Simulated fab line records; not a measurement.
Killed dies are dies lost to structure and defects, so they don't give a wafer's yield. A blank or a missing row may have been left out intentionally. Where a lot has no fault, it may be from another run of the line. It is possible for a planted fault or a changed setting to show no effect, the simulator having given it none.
fab line records	flow n5_finfet	part 2 of 2: steps 5 to 6 of 6
record lots=23	wafers=69	last_day=18
route steps=1938 shown BEOL_M6@1232 BEOL_M7@1264
lots that met no fault: taken from a fault-free run of the same line
start_h: the number of hours between the record's first day and the start of the first shown wafer of the lot	wait_h: time in hours since the lot's previous step	" repeats the value in the row above	L1.1+2: several wafers, shown together as one row	- no value, or no start given	* or withheld: withheld	< > ~ a bound
route shown NAME@n: names a module that has steps shown in the file, with the first one's number in the route	usual: the fault-free wafers' mean and standard deviation	same: alike in all rows	chamber/n: place in a boat	sites: readings site by site	_std_site: standard deviation across them	_edge_site: outer sites' mean less inner sites'	radius_mm: how far each site lies from the wafer's centre	mask NAME#n: copy n	behind: the most recent tool/chamber to have shaped the wafer	hold: cause of the lot's hold/its duration in hours/its outcome	device: the transistor (n, p or np) that didn't switch	end of line: the same wafers' tests at the end of the route	where a step has no rows: the recipe by itself	killed: the dies lost at the first sort to structure and to defects; this is not the yield of the wafer	map: the dies of a wafer, with x for killed, . for not killed, _ for no die there
set.NAME: setting as actually run; set.NAME@STEP: the setting as run at that earlier step	model.NAME: the simulator's own value behind a step, which no gauge read
route steps across a sampled set of lots; one table per step, one row per wafer
services: the hour from which a tool's chamber was out of use, counted from the record's first day as start_h (under 0 if before that day), plus the number of hours and why
## steps
# step N5_BEOL_M6_CMP_52
# recipe stop_on=SiCOH_lowk	t_overpolish_s=6.9	down_force_psi=1	platen_rpm=50	clearing_platen_down_force_psi=1.5	clearing_platen_rpm=50	post_cmp_clean=cu_alkaline	target_thk_nm=80	clearing_platen_pad_velocity_m_s=0.99484	pad_velocity_m_s=0.99484
# usual barrier_field_endpoint_s=28.9/0.92	motor_current_A=5.6/0.62	overpolish_run_s=6.901/0.0089	retaining_ring_pressure_frac=1.000/0.005	slurry_filter_dp_kPa=13.49/0.14	time_to_endpoint_s=62/4.2
lot.wafer	tool	chamber	start_h	wait_h	barrier_field_endpoint_s	motor_current_A	overpolish_run_s	retaining_ring_pressure_frac	slurry_filter_dp_kPa	time_to_endpoint_s
L075.3	cmp-02	2	195.46	0.2	28.6	5.7	6.911	0.997	13.41	61
L075.5	"	0	"	"	29.6	6.1	6.907	1.000	13.56	65
L075.6	"	1	"	"	29.4	5.0	6.893	1.000	13.39	64
L074.2	cmp-01	1	196.45	0.3	30.8	6.7	6.895	0.992	13.23	70
L074.3	"	2	"	"	28.3	6.3	6.920	1.004	13.57	62
L074.5	"	0	"	"	29.0	4.5	6.901	0.990	13.58	63
L076.2	cmp-02	3	199.10	0.2	29.8	5.9	6.898	1.002	13.53	71
L076.1	"	1	"	"	28.1	5.3	6.896	1.003	13.22	61
L076.5	"	2	"	"	29.5	5.8	6.912	0.996	13.59	64
L077.4	cmp-01	2	205.78	0.1	28.7	6.2	6.903	0.997	13.60	60
L077.3	"	0	"	"	27.3	4.5	6.909	1.007	13.36	56
L077.6	"	2	"	"	28.1	6.5	6.885	1.002	13.58	56
L078.3	cmp-02	0	208.41	0.2	28.7	5.9	6.904	1.009	13.59	67
L078.1	"	3	"	"	29.2	5.6	6.911	0.999	13.68	69
L078.5	"	1	"	"	27.8	5.1	6.887	1.000	13.24	59
L079.4	cmp-01	2	219.14	0.1	28.7	6.0	6.904	1.000	13.64	61
L079.6	"	2	"	"	29.2	5.6	6.907	1.000	13.50	61
L079.5	"	3	"	"	28.6	5.3	6.904	1.000	13.46	64
L081.1	cmp-04	2	225.38	0.3	28.1	5.2	6.902	0.998	13.60	64
L081.2	"	3	"	"	28.6	6.4	6.907	0.998	13.27	65
L081.6	"	3	"	"	29.1	5.9	6.903	1.005	13.81	62
L080.3	cmp-02	0	226.87	0.2	28.8	6.0	6.905	1.009	13.33	66
L080.4	"	1	"	"	29.3	5.1	6.898	1.000	13.30	67
L080.2	"	3	"	"	29.8	5.6	6.889	1.014	13.47	72
L083.4	cmp-02	0	234.15	0.2	30.4	5.8	6.906	0.996	13.71	68
L083.6	"	2	"	"	28.9	5.8	6.894	1.008	13.43	62
L083.5	"	3	"	"	30.3	5.8	6.880	0.993	13.60	75
L082.4	cmp-02	0	241.98	0.1	28.4	5.9	6.903	1.011	13.65	63
L082.1	"	3	"	"	29.5	5.8	6.893	0.995	13.61	71
L082.6	"	1	"	"	27.9	5.3	6.914	0.998	13.50	61
L084.4	cmp-02	3	244.32	0.1	30.9	5.6	6.902	1.003	13.37	70
L084.6	"	3	"	"	30.0	5.7	6.906	1.007	13.54	69
L084.5	"	0	"	"	28.1	6.2	6.892	1.010	13.46	63
L085.1	cmp-01	3	248.61	0.3	28.5	5.5	6.915	1.002	13.60	60
L085.4	"	0	"	"	27.7	4.5	6.901	1.004	13.32	59
L085.5	"	3	"	"	27.6	5.2	6.889	0.998	13.35	59
L087.4	cmp-01	2	257.14	0.1	27.9	6.1	6.889	1.002	13.65	58
L087.2	"	3	"	"	28.2	5.2	6.904	0.994	13.53	59
L087.5	"	3	"	"	27.7	5.1	6.897	0.998	13.52	56
L086.3	cmp-02	2	258.05	0.2	28.2	5.7	6.904	0.999	13.51	56
L086.2	"	0	"	"	28.4	6.1	6.896	1.010	13.61	61
L086.6	"	1	"	"	29.6	5.4	6.911	1.008	13.30	58
L088.2	cmp-01	2	276.90	0.2	28.4	6.0	6.887	1.002	13.42	60
L088.4	"	3	"	"	29.3	5.2	6.901	1.000	13.30	59
L088.1	"	0	"	"	28.7	4.6	6.890	1.001	13.59	58
L090.1	cmp-01	2	277.89	0.3	27.9	6.1	6.915	0.999	13.56	59
L090.4	"	1	"	"	30.0	6.4	6.896	1.004	13.56	66
L090.5	"	2	"	"	29.4	6.6	6.894	0.996	13.59	60
L089.4	cmp-01	0	278.39	0.2	27.5	4.6	6.902	0.995	13.50	58
L089.2	"	1	"	"	28.8	6.9	6.896	1.004	13.53	67
L089.5	"	1	"	"	28.8	6.7	6.903	0.999	13.67	64
L091.2	cmp-04	0	299.01	0.2	29.6	6.1	6.900	0.993	13.79	63
L091.3	"	3	"	"	29.6	6.1	6.905	1.002	13.38	61
L091.5	"	0	"	"	30.7	6.5	6.903	0.992	13.27	60
L094.4	cmp-04	3	304.49	0.1	30.8	6.4	6.872	0.994	13.59	62
L094.2	"	2	"	"	30.9	5.3	6.900	0.998	13.32	65
L094.5	"	3	"	"	30.2	6.0	6.904	1.002	13.28	63
L092.4	cmp-01	3	305.45	0.1	28.6	4.9	6.900	1.005	13.71	61
L092.2	"	2	"	"	28.7	6.1	6.903	1.004	13.56	58
L092.6	"	0	"	"	29.0	4.8	6.914	1.000	13.45	59
L095.3	cmp-01	0	306.27	0.2	28.4	4.4	6.908	1.004	13.34	59
L095.4	"	2	"	"	28.8	5.6	6.911	0.995	13.28	58
L095.2	"	3	"	"	28.9	5.6	6.906	0.992	13.57	59
L096.2	cmp-02	1	328.50	0.2	27.6	5.2	6.902	0.998	13.78	58
L096.3	"	3	"	"	28.8	5.3	6.904	1.006	13.53	64
L096.6	"	1	"	"	27.6	5.2	6.913	1.002	13.42	58
L097.2	cmp-04	2	334.49	0.2	30.7	5.4	6.907	1.000	13.30	68
L097.4	"	1	"	"	31.0	5.0	6.896	0.994	13.21	73
L097.6	"	2	"	"	30.0	5.2	6.897	1.001	13.46	66
# step N5_BEOL_M7_CURE_74
# recipe temp_c=385	time_s=240	ambient=He/Ar	material=SiCOH_lowk
# usual lamp_power_pct=52.31/0.053	wafer_temp_C_max=386.9/0.68
lot.wafer	tool	chamber	start_h	wait_h	lamp_power_pct	wafer_temp_C_max
L075.3	uv_cure-01	2	196.10	0.2	52.24	386.6
L075.5	"	2	"	"	52.35	386.2
L075.6	"	2	"	"	52.27	386.2
L074.2	uv_cure-03	1	197.27	0.4	52.31	386.6
L074.3	"	1	"	"	52.31	386.0
L074.5	"	1	"	"	52.31	386.2
L076.1	uv_cure-01	0	199.63	0.0	52.26	386.7
L076.2	"	0	"	"	52.30	386.5
L076.5	"	0	"	"	52.30	386.2
L077.3	uv_cure-02	2	206.49	0.2	52.25	386.4
L077.4	"	2	"	"	52.22	386.4
L077.6	"	2	"	"	52.33	386.7
L078.1	uv_cure-01	0	208.98	0.1	52.35	386.7
L078.3	"	0	"	"	52.26	387.4
L078.5	"	0	"	"	52.29	386.7
L079.4	uv_cure-03	2	219.94	0.3	52.36	387.9
L079.5	"	2	"	"	52.33	388.0
L079.6	"	2	"	"	52.28	388.2
L081.1	uv_cure-02	0	225.94	0.0	52.44	386.6
L081.2	"	0	"	"	52.33	387.5
L081.6	"	0	"	"	52.33	386.9
L080.2	uv_cure-02	0	227.50	0.1	52.27	387.2
L080.3	"	0	"	"	52.33	387.1
L080.4	"	0	"	"	52.35	387.3
L083.4	uv_cure-02	1	234.90	0.3	52.37	386.5
L083.5	"	1	"	"	52.28	387.1
L083.6	"	1	"	"	52.34	387.6
L082.1	uv_cure-03	1	242.53	0.0	52.28	386.8
L082.4	"	1	"	"	52.35	386.4
L082.6	"	1	"	"	52.30	386.4
L084.4	uv_cure-03	2	245.13	0.3	52.32	387.7
L084.5	"	2	"	"	52.32	387.6
L084.6	"	2	"	"	52.31	387.3
L085.1	uv_cure-01	1	249.31	0.2	52.29	387.6
L085.4	"	1	"	"	52.32	388.1
L085.5	"	1	"	"	52.36	387.6
L087.2	uv_cure-01	0	257.96	0.3	52.20	386.7
L087.4	"	0	"	"	52.30	386.4
L087.5	"	0	"	"	52.24	386.8
L086.2	uv_cure-03	0	258.64	0.1	52.28	387.6
L086.3	"	0	"	"	52.35	386.9
L086.6	"	0	"	"	52.38	386.9
L088.1	uv_cure-01	1	277.49	0.0	52.35	387.8
L088.2	"	1	"	"	52.36	387.1
L088.4	"	1	"	"	52.31	387.5
L090.1	uv_cure-01	2	278.46	0.1	52.39	386.6
L090.4	"	2	"	"	52.35	386.4
L090.5	"	2	"	"	52.27	385.9
L089.2	uv_cure-02	0	279.04	0.1	52.35	386.9
L089.4	"	0	"	"	52.35	387.4
L089.5	"	0	"	"	52.29	387.2
L091.2	uv_cure-03	1	299.66	0.1	52.33	386.0
L091.3	"	1	"	"	52.32	386.1
L091.5	"	1	"	"	52.24	385.9
L094.2	uv_cure-01	2	305.12	0.1	52.32	386.1
L094.4	"	2	"	"	52.31	385.8
L094.5	"	2	"	"	52.35	386.1
L092.2	uv_cure-02	1	306.08	0.1	52.37	386.5
L092.4	"	1	"	"	52.23	386.2
L092.6	"	1	"	"	52.30	386.4
L095.2	uv_cure-03	2	306.94	0.1	52.28	387.0
L095.3	"	2	"	"	52.34	388.2
L095.4	"	2	"	"	52.23	386.9
L096.2	uv_cure-02	2	329.24	0.2	52.36	386.6
L096.3	"	2	"	"	52.33	387.3
L096.6	"	2	"	"	52.37	386.4
L097.2	uv_cure-01	0	335.13	0.1	52.23	387.3
L097.4	"	0	"	"	52.38	386.6
L097.6	"	0	"	"	52.20	385.8
## services
tool	chamber	start_h	hours	kind
rie_diel-04	2	201.91	1.7	repair
ald_metal-04	0	202.20	1.8	repair
ald_metal-01	0	203.04	15.3	repair
cmp-01	-	213.75	1.4	repair
uv_cure-01	-	216.13	1.7	repair
ald_metal-01	-	217.23	2.8	pm
rie_diel-05	3	236.18	4.1	repair
cmp-01	-	237.81	2.7	repair
rie_diel-03	1	247.14	7.8	repair
ald_metal-02	-	247.65	2.8	pm
uv_cure-02	-	253.89	2.1	pm
uv_cure-01	-	260.34	14.6	pm
cmp-02	-	266.15	4.0	pm
cmp-01	-	270.15	5.2	pm
rie_diel-05	2	293.13	6.3	repair
rie_diel-04	0	302.16	21.8	repair
cmp-01	-	302.36	1.8	repair
ald_metal-02	-	306.31	8.7	pm
uv_cure-02	-	307.17	14.6	pm
ald_metal-04	1	308.17	5.8	repair
uv_cure-01	-	317.44	7.5	pm
rie_diel-04	-	322.52	0.7	repair
uv_cure-02	-	323.12	4.5	pm
cmp-01	-	324.92	4.0	pm
